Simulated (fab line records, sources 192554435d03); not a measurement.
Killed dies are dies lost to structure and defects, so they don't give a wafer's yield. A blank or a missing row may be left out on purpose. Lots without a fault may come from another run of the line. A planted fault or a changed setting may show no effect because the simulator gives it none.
fab line records | flow n5_finfet
record lots=5 wafers=15 last_day=18
route steps=1938 shown BEOL_M4@1086 BEOL_M5@1112 PASSIVATION@1936
lots that met no fault: from a run of the same line without faults
start_h: hours from the record's first day to the start of the lot's first wafer shown | wait_h: hours since the lot's step before | " the same as in the row above | L1.1+2: a row that stands for several wafers | - no value, or no start given | * or withheld: withheld | < > ~ a bound
route shown NAME@n: a module of which the file shows steps, and the number in the route of the first | usual: mean/standard deviation of fault-free wafers | same: alike in all rows | chamber/n: place in a boat | sites: the reading at each site | _std_site: their standard deviation | _edge_site: outer sites' mean less inner sites' | radius_mm: how far each site lies from the wafer's centre | mask NAME#n: copy n | behind: the tool/chamber that last shaped the wafer | hold: why the lot was held/for how many hours/how that ended | device: the transistor (n, p or np) that didn't switch | end of line: the same wafers' tests at the end of the route | a step without rows: its recipe alone | killed: dies lost to structure and defects at the first sort, not the wafer's yield | map: a wafer's dies, x killed, . not, _ none there
set.NAME: the setting as run; set.NAME@STEP: as run at that earlier step | model.NAME: the simulator's own value behind a step, which no gauge read
lots at some steps of the route; a table a step, a row a wafer
## steps
# step N5_BEOL_M4_SPUTTER_79
# recipe material=Cu target_thk_a=45 temp_c=-20 chamber_pressure_pa=0.07 power_w=withheld time_s=8.29
# step N5_BEOL_M4_ANNEAL_80
# recipe temp_c=400 time_s=240 ambient=vacuum
# step N5_BEOL_M4_SPUTTER_81
# recipe material=Cu target_thk_a=45 temp_c=-20 chamber_pressure_pa=0.07 power_w=withheld time_s=8.29
# step N5_BEOL_M4_ANNEAL_82
# recipe temp_c=400 time_s=240 ambient=vacuum
# step N5_BEOL_M4_SPUTTER_86
# recipe material=Cu target_thk_a=45 temp_c=-20 chamber_pressure_pa=0.07 power_w=withheld time_s=8.29
# step N5_BEOL_M4_ANNEAL_87
# recipe temp_c=400 time_s=240 ambient=vacuum
# step N5_BEOL_M4_SPUTTER_88
# recipe material=Cu target_thk_a=45 temp_c=-20 chamber_pressure_pa=0.07 power_w=withheld time_s=8.29
# step N5_BEOL_M4_ANNEAL_89
# recipe temp_c=400 time_s=240 ambient=vacuum
# step N5_BEOL_M4_SPUTTER_90
# recipe material=Cu target_thk_a=45 temp_c=-20 chamber_pressure_pa=0.07 power_w=withheld time_s=8.29
# step N5_BEOL_M4_ANNEAL_91
# recipe temp_c=400 time_s=240 ambient=vacuum
# step N5_BEOL_M4_SPUTTER_92
# recipe material=Cu target_thk_a=45 temp_c=-20 chamber_pressure_pa=0.07 power_w=withheld time_s=8.29
# step N5_BEOL_M4_ANNEAL_93
# recipe temp_c=400 time_s=240 ambient=vacuum
# step N5_BEOL_M4_SPUTTER_94
# recipe material=Cu target_thk_a=45 temp_c=-20 chamber_pressure_pa=0.07 power_w=withheld time_s=8.29
# usual chamber_pressure_pa=0.07001/0.00014 chuck_gas_flow_sccm=1.27/0.048 throttle_valve_pct=29.8/1.3
# columns lot.wafer tool chamber start_h wait_h chamber_pressure_pa chuck_gas_flow_sccm throttle_valve_pct
L826.3 pvd_sputter-03 - 259.97 0.1 0.06996 1.26 30.0
L826.5 " - " " 0.06999 1.26 30.7
L826.6 " - " " 0.06994 1.27 31.3
L831.2 pvd_sputter-03 - 292.27 0.1 0.06981 1.21 29.8
L831.4 " - " " 0.07017 1.25 31.3
L831.6 " - " " 0.07015 1.27 31.3
L833.2 pvd_sputter-03 - 295.75 0.1 0.07003 1.22 30.8
L833.4 " - " " 0.07016 1.26 30.8
L833.5 " - " " 0.06991 1.25 31.3
L832.2 pvd_sputter-03 - 302.19 0.1 0.06986 1.29 30.1
L832.3 " - " " 0.07011 1.25 30.7
L832.5 " - " " 0.06993 1.25 30.6
L837.2 pvd_sputter-01 - 320.12 0.1 0.07009 1.23 28.9
L837.3 " - " " 0.07013 1.32 29.4
L837.4 " - " " 0.07015 1.36 26.6
# step N5_BEOL_M4_ANNEAL_95
# recipe temp_c=400 time_s=240 ambient=vacuum
# step N5_BEOL_M4_SPUTTER_96
# recipe material=Cu target_thk_a=45 temp_c=-20 chamber_pressure_pa=0.07 power_w=withheld time_s=8.29
# step N5_BEOL_M4_ECD_50
# recipe material=Cu target_thk_a=3000
# step N5_BEOL_M4_ANNEAL_51
# recipe temp_c=225 time_s=90 ambient=N2
# step N5_BEOL_M4_CMP_52
# recipe stop_on=SiOC t_overpolish_s=6.8 down_force_psi=1 platen_rpm=50 clearing_platen_down_force_psi=1.5 clearing_platen_rpm=50 post_cmp_clean=cu_alkaline target_thk_nm=40 clearing_platen_pad_velocity_m_s=0.99484 pad_velocity_m_s=0.99484
# step N5_BEOL_M4_PRE_CLEAN_60
# recipe gas=NH3/H2 time_s=15 temp_c=* rf_power_w=300
# step N5_BEOL_M4_CO_CAP_55
# recipe material=Co target_thk_a=20 temp_c=200 precursor=CCTBA/H2 pressure_torr=30 time_s=102.1
# step N5_BEOL_M4_PRE_CLEAN_56
# recipe gas=NH3 time_s=15 temp_c=withheld rf_power_w=300
# step N5_BEOL_M4_DEP_57
# recipe material=SiCN target_thk_a=80 temp_c=withheld precursor=3MS/NH3 pressure_torr=3 rf_w=202 time_s=14
# step N5_BEOL_M5_ILD_DEP_00
# recipe material=SiCOH_lowk target_thk_a=1406.4 temp_c=300 precursor=DEMS/porogen pressure_torr=5 rf_w=500 time_s=25.9
# step N5_BEOL_M5_CURE_79
# recipe temp_c=385 time_s=240 ambient=He/Ar material=SiCOH_lowk
# step N5_BEOL_M5_PECVD_70
# recipe material=SiO2 target_thk_a=160 temp_c=400 precursor=TEOS/O2 pressure_torr=5.5 rf_w=450 teos_flow_sccm=53.8 gas=O2 flow_sccm=3000 time_s=18
# step N5_BEOL_M5_HM_DEP_02
# recipe material=TiN target_thk_a=200 temp_c=25 chamber_pressure_pa=0.49996
# step N5_BEOL_M5_COAT_59
# recipe resist=SOC temp_c=250 time_s=60 spin_rpm=1500 resist_thk_nm=60
# step N5_BEOL_M5_COAT_60
# recipe resist=SiARC temp_c=220 time_s=60 spin_rpm=1500 resist_thk_nm=12
# step N5_BEOL_M5_COAT_71
# recipe resist=underlayer temp_c=205 time_s=60 spin_rpm=1500 resist_thk_nm=5
# step N5_BEOL_M5_COAT_05
# recipe resist=CAR-EUV spin_rpm=1500 resist_thk_nm=30
# step N5_BEOL_M5_EBR_07
# recipe solvent=PGMEA ebr_width_mm=1.5
# step N5_BEOL_M5_SOFTBAKE_06
# recipe temp_c=110 time_s=60 resist=CAR-EUV
# step N5_BEOL_M5_EXPOSE_08
# recipe mask_id=M5 na=0.33 source_shape=annular sigma_inner=0.4 sigma_outer=0.8 polarization=unpolarized target_cd_nm=28 dose_mj=35.75
# step N5_BEOL_M5_PEB_09
# recipe peb_temp_c=100 peb_time_s=60 resist=CAR-EUV
# step N5_BEOL_M5_DEVELOP_10
# recipe develop_time_s=30 developer=TMAH resist=CAR-EUV rinse_liquid=surfactant_rinse dry=air_spin dev_temp_c=23
# step N5_PASSIVATION_PROBE_49
# usual defect_limited_yield=91.0/1.5 killed_at_M0_to_M3=35/11 killed_at_M4_up=15/5.5 killed_at_contacts=12/5.5 killed_at_front_end=40/11 killed_at_other=4/3.1 killed_dies=106/18 killed_on_rim=14/4.3 killed_open=70/12 killed_short=33/8 sort_bin_5_function=5.2/1 sort_bin_6_memory=3.4/0.66 sort_bin_8_speed=0.00/0.021 sort_n_pass=1074/18 sort_yield_pct=91.0/1.5
# same gross_dies=1180 killed_at_back_side=0 sort_bin_4_leakage[%]=0
# columns lot.wafer tool chamber start_h wait_h defect_limited_yield[%] killed_at_M0_to_M3 killed_at_M4_up killed_at_contacts killed_at_front_end killed_at_other killed_dies killed_on_rim killed_open killed_short sort_bin_5_function[%] sort_bin_6_memory[%] sort_bin_8_speed[%] sort_n_pass sort_yield_pct[%]
L826.3 prober-01 - 369.23 0.1 91.4 31 11 15 40 4 101 12 69 30 5.4 3.0 0 1079 91.4
L826.5 prober-01 - 369.33 0.2 92.0 23 11 10 44 6 94 11 65 28 5.2 2.5 0 1086 92.0
L826.6 prober-01 - 369.38 0.3 93.1 37 10 9 22 3 81 11 50 29 3.9 2.5 0.08 1098 93.1
L833.2 prober-02 - 410.17 0.1 87.4 20 71 7 39 12 149 25 58 33 7.5 3.6 0 1031 87.4
L833.4 prober-02 - 410.27 0.2 80.2 27 140 0 52 15 234 19 63 45 12.2 5.2 0 946 80.2
L833.5 prober-02 - 410.32 0.2 81.3 22 134 12 43 10 221 10 63 35 12.4 4.7 0 959 81.3
L831.2 prober-01 - 410.76 0.1 81.6 33 140 10 30 4 217 13 59 33 12.7 2.8 0 963 81.6
L831.4 prober-01 - 410.86 0.2 83.0 44 124 9 24 0 201 11 48 34 11.3 3.6 0 979 83.0
L831.6 prober-01 - 410.96 0.3 82.6 40 139 7 17 2 205 5 53 26 11.9 4.5 0 975 82.6
L832.2 prober-02 - 415.87 0.1 80.9 22 138 4 60 1 225 19 74 31 11.6 5.4 0 955 80.9
L832.3 prober-02 - 415.92 0.1 84.4 34 118 5 26 1 184 8 44 25 9.7 3.8 0 996 84.4
L832.5 prober-02 - 416.02 0.2 86.9 39 73 11 29 3 155 28 60 26 7.8 3.5 0 1025 86.9
L837.2 prober-01 - 435.81 0.1 91.0 28 15 17 31 15 106 19 66 36 5.3 3.3 0 1074 91.0
L837.3 prober-01 - 435.86 0.1 91.6 24 14 17 36 8 99 18 76 21 4.7 3.1 0 1081 91.6
L837.4 prober-01 - 435.91 0.2 90.8 29 18 10 43 9 109 12 76 30 6.3 2.9 0 1071 90.8
# killed by level:class
L826.3 MOL_CONTACT_COAG:geometric_particle:open=12 BEOL_M2:geometric_particle:open=12 FIN_SAQP:geometric_particle:open=9 BEOL_M0_SAQP:geometric_particle:short=6 BEOL_M4:geometric_particle:open=5 STI_FIN_REVEAL:geometric_particle:open=4 DUMMY_GATE:geometric_particle:open=4 BEOL_M0_SAQP:geometric_particle:open=4
L826.5 DUMMY_GATE:geometric_particle:open=11 MOL_CONTACT_COAG:geometric_particle:open=9 FIN_SAQP:geometric_particle:open=7 STI_FIN_REVEAL:geometric_particle:open=7 BEOL_M3:geometric_particle:open=6 BEOL_M2:geometric_particle:open=5 FIN_SAQP:geometric_particle:short=4 BEOL_M0_SAQP:geometric_particle:short=4
L826.6 BEOL_M0_SAQP:geometric_particle:open=8 BEOL_M2:geometric_particle:open=7 MOL_CONTACT_COAG:geometric_particle:open=6 BEOL_M0:geometric_particle:open=6 BEOL_M4:geometric_particle:short=6 FIN_SAQP:geometric_particle:open=5 BEOL_M0_SAQP:geometric_particle:short=4 DUMMY_GATE:geometric_particle:open=3
L833.2 BEOL_M4:unspecified=56 STI_FIN_REVEAL:geometric_particle:open=14 FIN_SAQP:geometric_particle:open=9 DUMMY_GATE:geometric_particle:open=5 BEOL_M0_SAQP:geometric_particle:open=5 BEOL_M0_SAQP:geometric_particle:short=5 FIN_SAQP:geometric_particle:short=4 BEOL_M2:geometric_particle:open=4
L833.4 BEOL_M4:unspecified=122 FIN_SAQP:geometric_particle:open=11 STI_FIN_REVEAL:geometric_particle:open=11 BEOL_M4:geometric_particle:open=8 BEOL_M0_SAQP:geometric_particle:short=7 FIN_SAQP:geometric_particle:short=6 BEOL_M1:geometric_particle:short=5 BEOL_M5:geometric_particle:open=5
L833.5 BEOL_M4:unspecified=121 STI_FIN_REVEAL:geometric_particle:open=13 FIN_SAQP:geometric_particle:open=9 MOL_CONTACT_COAG:geometric_particle:short=6 MOL_CONTACT_COAG:geometric_particle:open=6 DUMMY_GATE:geometric_particle:open=5 BEOL_M2:geometric_particle:open=5 BEOL_M0_SAQP:geometric_particle:open=4
L831.2 BEOL_M4:unspecified=121 MOL_CONTACT_COAG:geometric_particle:open=8 DUMMY_GATE:geometric_particle:open=7 BEOL_M0_SAQP:geometric_particle:open=7 BEOL_M4:geometric_particle:open=7 GATE_CUT:geometric_particle:open=6 BEOL_M2:geometric_particle:short=6 BEOL_M0_SAQP:geometric_particle:short=5
L831.4 BEOL_M4:unspecified=119 BEOL_M0_SAQP:geometric_particle:short=9 FIN_SAQP:geometric_particle:open=8 BEOL_M3:geometric_particle:open=7 BEOL_M1:geometric_particle:open=7 MOL_CONTACT_COAG:geometric_particle:short=5 BEOL_M1:geometric_particle:short=5 BEOL_M2:geometric_particle:open=5
L831.6 BEOL_M4:unspecified=124 BEOL_M2:geometric_particle:open=13 BEOL_M0_SAQP:geometric_particle:short=12 BEOL_M3:geometric_particle:open=7 MOL_CONTACT_COAG:geometric_particle:open=5 FIN_SAQP:geometric_particle:open=4 STI_FIN_REVEAL:geometric_particle:open=4 BEOL_M4:geometric_particle:open=4
L832.2 BEOL_M4:unspecified=115 FIN_SAQP:geometric_particle:open=12 DUMMY_GATE:geometric_particle:open=12 FIN_SAQP:geometric_particle:short=11 BEOL_M4:geometric_particle:open=10 BEOL_M0_SAQP:geometric_particle:open=7 BEOL_M5:geometric_particle:open=7 STI_FIN_REVEAL:geometric_particle:open=6
L832.3 BEOL_M4:unspecified=114 BEOL_M0_SAQP:geometric_particle:short=8 BEOL_M1:geometric_particle:open=8 FIN_SAQP:geometric_particle:open=7 BEOL_M0_SAQP:geometric_particle:open=7 DUMMY_GATE:geometric_particle:open=5 MOL_CONTACT_COAG:geometric_particle:open=5 BEOL_M2:geometric_particle:open=5
L832.5 BEOL_M4:unspecified=59 BEOL_M0_SAQP:geometric_particle:short=12 BEOL_M0_SAQP:geometric_particle:open=11 MOL_CONTACT_COAG:geometric_particle:open=10 HKMG_FIN:area_etch=6 FIN_SAQP:geometric_particle:open=5 BEOL_M3:geometric_particle:open=5 BEOL_M4:geometric_particle:open=5
L837.2 MOL_CONTACT_COAG:geometric_particle:open=12 BEOL_M3:geometric_particle:open=10 FIN_SAQP:geometric_particle:short=7 STI_FIN_REVEAL:geometric_particle:open=7 BEOL_M4:geometric_particle:open=6 MOL_CONTACT_COAG:geometric_particle:short=4 BEOL_M2:geometric_particle:open=4 MIM_BOT:geometric_particle:open=4
L837.3 MOL_CONTACT_COAG:geometric_particle:open=14 STI_FIN_REVEAL:geometric_particle:open=10 BEOL_M4:geometric_particle:open=10 BEOL_M2:geometric_particle:open=8 ILD0:geometric_particle:open=6 BEOL_M3:geometric_particle:open=4 STARTING-WAFER:geometric_particle:open=4 FIN_SAQP:geometric_particle:open=3
L837.4 STI_FIN_REVEAL:geometric_particle:open=17 BEOL_M4:geometric_particle:open=9 MOL_CONTACT_COAG:geometric_particle:open=7 BEOL_M0_SAQP:geometric_particle:short=6 BEOL_M0_SAQP:geometric_particle:open=6 BEOL_M1:geometric_particle:open=6 FIN_SAQP:geometric_particle:short=5 BEOL_M2:geometric_particle:open=4
# map L831.2 (x killed, . not)
_________________.x....x.x...________________
______________.x...x....x......._____________
___________..........x...........x.__________
__________x.............xx.........._________
________..x..................x........_______
_______................................______
______....................x...x......x.._____
_____..x...........x.....................____
____..........x..x....x.......x...........___
___.x........x...xx....x.......x.......x...__
___....................x..x........x.......__
__.....x....x.......x......................._
__.x.............x....xx..........x.....x..._
_..............x...x..xx.....x..x............
_x...........x.............x............x.x..
_.x...x......x.x.x.x.....................x...
_.................xx....xx.............x.....
_................x..x.xx.x.x.x...............
_...............x..x.xxxx.xxx.......xx..x....
_.......x.........xxxxxxxxxxxx.x.x...........
_.x....x...x......xxxxxxxxxxxx......x....x..x
__.......x.......xxxxxxxxxxxx..x..x........._
__...............xxxxxxxxxxxxxx............._
___...............xxxxxxxxxxxxx.x..........__
___.............xx.xxxxxxxxxxxx...x.x......__
____.......x......xxxxxxxxxxxx...........x___
_____..............x.xx.xxx.xx...x.......____
______...x....x.......xx..x............._____
_______..................x.x.......x...______
________.............xx.x............._______
__________........x.......x.x......._________
___________....x.....xx.......x....__________
______________.................._____________
_________________..........x.________________
# map L832.2 (x killed, . not)
_________________x.x.........________________
______________.................._____________
___________.......x..........x...x.__________
__________......xx............xx...x_________
________..........................xx.._______
_______..................x....xx.......______
______.x.....................x........x._____
_____xx..........x.............xx..x...x.____
____.x.............x...................x..___
___.x.xxx.....x.....x.....x..............x.__
___..............x.....x......xx......x....__
__...x..x....x..........................x..._
__...x.....x...xxx...x......................_
_....x.........x..........x...x.......x.....x
_...................x..............x.........
_.....x...............xxx.xx.....x...........
_..........x..............x.........x...x.xx.
_...................xxx.xx..x.....x........x.
_.x.........x..xx.x.xxxxxxxx.x........x......
_..x..........xxxxxxxxxxxxxxxx...............
_................x.xxxxxxxxxx.........xx....x
__.......x.....x..xxxxxxxxxxxx.xx..x....x..._
__..........x..x.x..xxxxxxxxxxx..x.x........_
___...........x..x.xxxxxxxxxxxx............__
___......x........xxxxxxxxxxx...x..........__
____...x..x.......x.xxxxxx.xxxx........x..___
_____.x.x........x..x.xxxxx..x...........____
______.x...x.x......xx..xx.x............_____
_______......x.........................______
________x.....x......................._______
__________.........................._________
___________.....x..................__________
______________........x......x.._____________
_________________............________________
## key
first_sign step=N5_PASSIVATION_PROBE_49 reading=killed_at_M4_up direction=up sigmas=19 usual=15 struck=120
effect step=N5_PASSIVATION_PROBE_49 reading=killed_dies direction=up sigmas=5.3 usual=106 struck=199
more_kills_born_at N5_BEOL_M4_SPUTTER_94@pvd_sputter-03=951
met_at N5_BEOL_M4_SPUTTER_94
struck_wafers L831.2,L831.4,L831.6,L832.2,L832.3,L832.5,L833.2,L833.4,L833.5
onset_between 259.97 292.27
fault kind=chamber_particle_source tool=pvd_sputter-03 chamber=- onset_h=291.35 steps=N5_BEOL_M4_SPUTTER_94 rate_per_visit_cm2=0.7002 end_h=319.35
